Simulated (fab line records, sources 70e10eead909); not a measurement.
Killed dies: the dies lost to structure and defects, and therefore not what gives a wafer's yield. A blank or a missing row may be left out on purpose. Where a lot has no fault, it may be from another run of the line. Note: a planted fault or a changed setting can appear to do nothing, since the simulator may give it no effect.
fab line records | flow nandHarc | part 2 of 2: steps 30 to 42 of 42
record: lots: 5 | wafers: 15 | lastDay: 33
route steps=1302 shown P_BONDPAD@385 A_START@389 A_ZERO_WELL@390 A_SOURCE_PLATE@413 A_ONON_D1@424
lots that met no fault: from a run of the same line without faults
startH: hours from the record's first day to the start of the lot's first wafer shown | waitH: hours elapsed since this lot's preceding step | " unchanged from the row above | L1.1+2: a row that stands for several wafers | - either no value or no given start | * or withheld: withheld | < > ~ a bound
route shown NAME@n: NAME is a module with steps in the file, n the number in the route of the first one | usual: mean/standard deviation of fault-free wafers | same: alike in all rows | chamber/n: place in a boat | sites: readings site by site | _std_site: standard deviation of those values | _edge_site: the outer-site mean with the inner-site mean subtracted | radiusMm: how far each site lies from the wafer's centre | mask NAME#n: copy n | behind: tool/chamber where the wafer was last shaped | hold: why the lot was held/for how many hours/how that ended | device: names the non-switching transistor (n, p or np) | end of line: at the end of the route, the tests of the same wafers | for a step that has no rows: nothing shown but its recipe | killed: the dies lost at the first sort to structure and to defects; this is not the yield of the wafer | map: shows each die of a wafer: x if killed, . if not, _ if none is there
set.NAME: the setting that was run; set.NAME@STEP: the one run at that earlier step | model.NAME: the simulator's own value behind a step, which no gauge read
lots seen at some steps along the route; tables by step, rows by wafer
services: when a tool's chamber went out of use (startH, in hours from the record's first day, below 0 if earlier), for how many hours, and the reason
== steps ==
step: NHARC_A_SOURCE_PLATE_OXIDE_02
recipe: targetThkA: 100 | tempC: 900 | oxTimeS: 1362 | material: SiO2
usual: zonePowerBottomPct: 29.7/0.56
lot.wafer | tool       | chamber | startH | waitH | zonePowerBottomPct
L075.1    | furnace-03 | 0       | 161.19 | -     | 29.8
L075.3    | "          | 0       | "      | "     | 29.4
L075.4    | "          | 0       | "      | "     | 29.4
L077.1    | furnace-05 | 0       | 179.06 | -     | 29.7
L077.3    | "          | 0       | "      | "     | 30.2
L077.5    | "          | 0       | "      | "     | 30.5
L081.1    | furnace-03 | 0       | 218.70 | -     | 29.3
L081.4    | "          | 0       | "      | "     | 29.1
L081.6    | "          | 0       | "      | "     | 29.4
L084.2    | furnace-03 | 0       | 242.59 | -     | 28.8
L084.4    | "          | 0       | "      | "     | 29.4
L084.5    | "          | 0       | "      | "     | 29.6
L096.1    | furnace-05 | 0       | 358.45 | -     | 30.3
L096.5    | "          | 0       | "      | "     | 30.5
L096.6    | "          | 0       | "      | "     | 30.4
step: NHARC_A_SOURCE_PLATE_THK_MEAS_09
recipe: thkMeasGauge: ellipsometry
usual: thkNm: 9.9/0.93
lot.wafer | tool         | chamber | startH | waitH | thkNm
L075.1    | filmMetro-01 | -       | 165.21 | 0.4   | 10.2
L075.3    | "            | -       | "      | "     | 9.4
L075.4    | "            | -       | "      | "     | 10.2
L077.1    | filmMetro-01 | -       | 183.11 | 0.4   | 11.5
L077.3    | "            | -       | "      | "     | 10.1
L077.5    | "            | -       | "      | "     | 10.3
L081.1    | filmMetro-02 | -       | 222.79 | 0.4   | 9.1
L081.4    | "            | -       | "      | "     | 10.9
L081.6    | "            | -       | "      | "     | 10.1
L084.2    | filmMetro-02 | -       | 246.66 | 0.4   | 10.5
L084.4    | "            | -       | "      | "     | 10.0
L084.5    | "            | -       | "      | "     | 11.4
L096.1    | filmMetro-01 | -       | 362.45 | 0.4   | 9.6
L096.5    | "            | -       | "      | "     | 9.6
L096.6    | "            | -       | "      | "     | 10.3
step: NHARC_A_SOURCE_PLATE_PVD_04
recipe: targetThkA: 500 | material: WSi2
lot.wafer  | tool          | chamber | startH | waitH
L075.1+3+4 | pvdSputter-01 | -       | 165.26 | 0.1
L077.1+3+5 | pvdSputter-03 | -       | 183.17 | 0.1
L081.4+1+6 | pvdSputter-02 | -       | 222.85 | 0.1
L084.4+2+5 | pvdSputter-02 | -       | 246.71 | 0.1
L096.1+6+5 | pvdSputter-03 | -       | 362.57 | 0.1
step: NHARC_A_SOURCE_PLATE_CVD_03
recipe: targetThkA: 2000 | tempC: 620 | pressureMtorr: 200 | timeS: 4000 | material: poly-Si
usual: zonePowerBottomPct: 13.0/0.7
lot.wafer | tool         | chamber | startH | waitH | zonePowerBottomPct
L075.1    | lpcvdPoly-04 | 0       | 167.79 | -     | 13.7
L075.3    | "            | 0       | "      | "     | 13.8
L075.4    | "            | 0       | "      | "     | 13.6
L077.1    | lpcvdPoly-04 | 0       | 185.70 | -     | 13.5
L077.3    | "            | 0       | "      | "     | 13.5
L077.5    | "            | 0       | "      | "     | 13.5
L081.1    | lpcvdPoly-01 | 0       | 225.27 | -     | 12.2
L081.4    | "            | 0       | "      | "     | 12.2
L081.6    | "            | 0       | "      | "     | 12.3
L084.2    | lpcvdPoly-01 | 0       | 249.14 | -     | 12.0
L084.4    | "            | 0       | "      | "     | 12.4
L084.5    | "            | 0       | "      | "     | 12.3
L096.1    | lpcvdPoly-01 | 0       | 364.93 | -     | 12.0
L096.5    | "            | 0       | "      | "     | 12.1
L096.6    | "            | 0       | "      | "     | 12.3
step: NHARC_A_SOURCE_PLATE_ANNEAL_05
recipe: tempC: 850 | timeS: 1800
usual: zonePowerBottomPct: 26.4/0.49
lot.wafer | tool       | chamber | startH | waitH | zonePowerBottomPct
L075.1    | furnace-05 | 0       | 175.21 | 4.3   | 26.4
L075.3    | "          | 0       | "      | "     | 27.1
L075.4    | "          | 0       | "      | "     | 27.1
L077.1    | furnace-04 | 0       | 197.03 | 8.3   | 26.1
L077.3    | "          | 0       | "      | "     | 26.3
L077.5    | "          | 0       | "      | "     | 26.3
L081.1    | furnace-05 | 0       | 231.40 | 3.0   | 26.4
L081.4    | "          | 0       | "      | "     | 27.2
L081.6    | "          | 0       | "      | "     | 26.9
L084.2    | furnace-04 | 0       | 255.47 | 3.3   | 26.1
L084.4    | "          | 0       | "      | "     | 26.4
L084.5    | "          | 0       | "      | "     | 26.3
L096.1    | furnace-03 | 0       | 371.42 | 3.4   | 26.1
L096.5    | "          | 0       | "      | "     | 26.1
L096.6    | "          | 0       | "      | "     | 26.0
step: NHARC_A_SOURCE_PLATE_THK_MEAS_06
recipe: thkMeasGauge: ellipsometry
usual: thkNm: 199.9/2.8
lot.wafer | tool         | chamber | startH | waitH | thkNm
L075.1    | filmMetro-02 | -       | 179.13 | 0.4   | 197.1
L075.3    | "            | -       | "      | "     | 202.1
L075.4    | "            | -       | "      | "     | 198.1
L077.1    | filmMetro-02 | -       | 201.00 | 0.4   | 194.9
L077.3    | "            | -       | "      | "     | 196.2
L077.5    | "            | -       | "      | "     | 196.5
L081.1    | filmMetro-01 | -       | 235.41 | 0.4   | 199.3
L081.4    | "            | -       | "      | "     | 198.7
L081.6    | "            | -       | "      | "     | 200.1
L084.2    | filmMetro-02 | -       | 259.42 | 0.4   | 196.2
L084.4    | "            | -       | "      | "     | 197.5
L084.5    | "            | -       | "      | "     | 195.8
L096.1    | filmMetro-01 | -       | 375.41 | 0.4   | 200.6
L096.5    | "            | -       | "      | "     | 201.6
L096.6    | "            | -       | "      | "     | 200.1
step: NHARC_A_SOURCE_PLATE_INSPECT_08
usual: rawDefectCount: 61/28
lot.wafer | tool             | chamber | startH | waitH | rawDefectCount
L075.1    | defectInspect-02 | -       | 179.23 | 0.0   | 115
L075.3    | "                | -       | "      | "     | 60
L075.4    | "                | -       | "      | "     | 109
L077.1    | defectInspect-01 | -       | 201.07 | 0.0   | 82
L077.3    | "                | -       | "      | "     | 69
L077.5    | "                | -       | "      | "     | 67
L081.1    | defectInspect-01 | -       | 235.47 | 0.0   | 72
L081.4    | "                | -       | "      | "     | 48
L081.6    | "                | -       | "      | "     | 68
L084.2    | defectInspect-01 | -       | 259.49 | 0.0   | 42
L084.4    | "                | -       | "      | "     | 76
L084.5    | "                | -       | "      | "     | 56
L096.1    | defectInspect-02 | -       | 375.47 | 0.0   | 47
L096.5    | "                | -       | "      | "     | 43
L096.6    | "                | -       | "      | "     | 65
step: NHARC_A_ONON_D1_DEP_00
recipe: targetThkA: 10000 | n2FlowSccm: 2750 | n2oFlowSccm: 2000 | nh3FlowSccm: 500 | sih4FlowSccm: 210 | tempC: 400
lot.wafer  | tool         | chamber | startH | waitH
L075.1+3+4 | pecvdOnon-03 | 0       | 179.30 | 0.1
L077.1+3+5 | pecvdOnon-03 | 0       | 201.13 | 0.1
L081.1+4+6 | pecvdOnon-02 | 0       | 235.54 | 0.1
L084.2+4+5 | pecvdOnon-03 | 0       | 259.61 | 0.1
L096.1+5+6 | pecvdOnon-03 | 0       | 375.87 | 0.4
step: NHARC_A_ONON_D1_THK_MEAS_02
recipe: thkMeasGauge: ellipsometry
usual: thkNm: 1002/8.7
lot.wafer | tool         | chamber | startH | waitH | thkNm
L075.1    | filmMetro-02 | -       | 179.81 | -     | 1003
L075.3    | "            | -       | "      | "     | 1001
L075.4    | "            | -       | "      | "     | 1002
L077.1    | filmMetro-02 | -       | 201.65 | -     | 1010
L077.3    | "            | -       | "      | "     | 1012
L077.5    | "            | -       | "      | "     | 1011
L081.1    | filmMetro-01 | -       | 236.05 | -     | 1002
L081.4    | "            | -       | "      | "     | 1001
L081.6    | "            | -       | "      | "     | 1003
L084.2    | filmMetro-02 | -       | 260.07 | -     | 995
L084.4    | "            | -       | "      | "     | 994
L084.5    | "            | -       | "      | "     | 996
L096.1    | filmMetro-01 | -       | 376.38 | -     | 1009
L096.5    | "            | -       | "      | "     | 1009
L096.6    | "            | -       | "      | "     | 1008
step: NHARC_A_ONON_D1_DEP_03
recipe: targetThkA: 10000 | n2FlowSccm: 2750 | n2oFlowSccm: 2000 | nh3FlowSccm: 500 | sih4FlowSccm: 210 | tempC: 400
lot.wafer  | tool         | chamber | startH | waitH
L075.1+3+4 | pecvdOnon-02 | 0       | 179.86 | 0.1
L077.1+3+5 | pecvdOnon-03 | 0       | 201.71 | 0.1
L081.1+4+6 | pecvdOnon-01 | 0       | 236.11 | 0.1
L084.2+4+5 | pecvdOnon-01 | 0       | 260.19 | 0.1
L096.1+5+6 | pecvdOnon-01 | 0       | 376.57 | 0.2
step: NHARC_A_ONON_D1_THK_MEAS_05
recipe: thkMeasGauge: ellipsometry
usual: thkNm: 998/13
lot.wafer | tool         | chamber | startH | waitH | thkNm
L075.1    | filmMetro-01 | -       | 180.38 | -     | 1010
L075.3    | "            | -       | "      | "     | 1009
L075.4    | "            | -       | "      | "     | 1010
L077.1    | filmMetro-02 | -       | 202.22 | -     | 986
L077.3    | "            | -       | "      | "     | 986
L077.5    | "            | -       | "      | "     | 985
L081.1    | filmMetro-02 | -       | 236.62 | -     | 982
L081.4    | "            | -       | "      | "     | 981
L081.6    | "            | -       | "      | "     | 981
L084.2    | filmMetro-02 | -       | 260.65 | -     | 1006
L084.4    | "            | -       | "      | "     | 1005
L084.5    | "            | -       | "      | "     | 1005
L096.1    | filmMetro-01 | -       | 377.08 | -     | 1018
L096.5    | "            | -       | "      | "     | 1018
L096.6    | "            | -       | "      | "     | 1015
step: NHARC_A_ONON_D1_DEP_06
recipe: targetThkA: 10000 | n2FlowSccm: 2750 | n2oFlowSccm: 2000 | nh3FlowSccm: 500 | sih4FlowSccm: 210 | tempC: 400
lot.wafer  | tool         | chamber | startH | waitH
L075.1+3+4 | pecvdOnon-03 | 0       | 180.43 | 0.1
L077.1+3+5 | pecvdOnon-02 | 0       | 202.28 | 0.1
L081.1+4+6 | pecvdOnon-01 | 0       | 236.67 | 0.1
L084.2+4+5 | pecvdOnon-02 | 0       | 260.76 | 0.1
L096.1+5+6 | pecvdOnon-03 | 0       | 377.14 | 0.1
step: NHARC_A_ONON_D1_THK_MEAS_08
recipe: thkMeasGauge: ellipsometry
usual: thkNm: 1000/8.1
lot.wafer | tool         | chamber | startH | waitH | thkNm
L075.1    | filmMetro-02 | -       | 180.94 | -     | 992
L075.3    | "            | -       | "      | "     | 993
L075.4    | "            | -       | "      | "     | 993
L077.1    | filmMetro-02 | -       | 202.79 | -     | 1015
L077.3    | "            | -       | "      | "     | 1015
L077.5    | "            | -       | "      | "     | 1015
L081.1    | filmMetro-02 | -       | 237.19 | -     | 996
L081.4    | "            | -       | "      | "     | 998
L081.6    | "            | -       | "      | "     | 998
L084.2    | filmMetro-02 | -       | 261.22 | -     | 1017
L084.4    | "            | -       | "      | "     | 1015
L084.5    | "            | -       | "      | "     | 1017
L096.1    | filmMetro-01 | -       | 377.64 | -     | 1013
L096.5    | "            | -       | "      | "     | 1015
L096.6    | "            | -       | "      | "     | 1015
== services ==
tool          | chamber | startH | hours | kind
wetBench-10   | -       | 135.20 | 8.0   | pm
wetBench-03   | -       | 146.18 | 1.5   | repair
rieDiel-13    | -       | 165.01 | 9.0   | pm
rieDiel-13    | 2       | 175.56 | 2.4   | repair
wetBench-09   | -       | 176.80 | 8.0   | pm
pecvdOnon-02  | -       | 185.14 | 13.0  | pm
wetBench-03   | -       | 187.08 | 0.9   | repair
implanter-01  | -       | 206.20 | 4.3   | repair
wetBench-03   | -       | 210.40 | 8.0   | pm
wetBench-05   | -       | 213.59 | 3.3   | repair
pecvdOnon-03  | -       | 217.45 | 0.2   | repair
lithoTrack-02 | -       | 227.00 | 7.0   | pm
wetBench-04   | -       | 227.20 | 8.0   | pm
pecvdOnon-03  | -       | 227.42 | 13.0  | pm
wetBench-02   | -       | 245.01 | 8.0   | pm
rieDiel-13    | -       | 255.65 | 1.1   | repair
wetBench-05   | -       | 260.88 | 8.0   | pm
implanter-01  | -       | 264.97 | 0.8   | repair
pecvdOnon-01  | -       | 269.00 | 13.0  | pm
lithoTrack-03 | -       | 275.00 | 7.0   | pm
lithoTrack-05 | -       | 299.00 | 7.0   | pm
wetBench-10   | -       | 308.19 | 12.3  | repair
wetBench-10   | -       | 320.49 | 8.0   | pm
rieDiel-13    | -       | 342.01 | 9.0   | pm
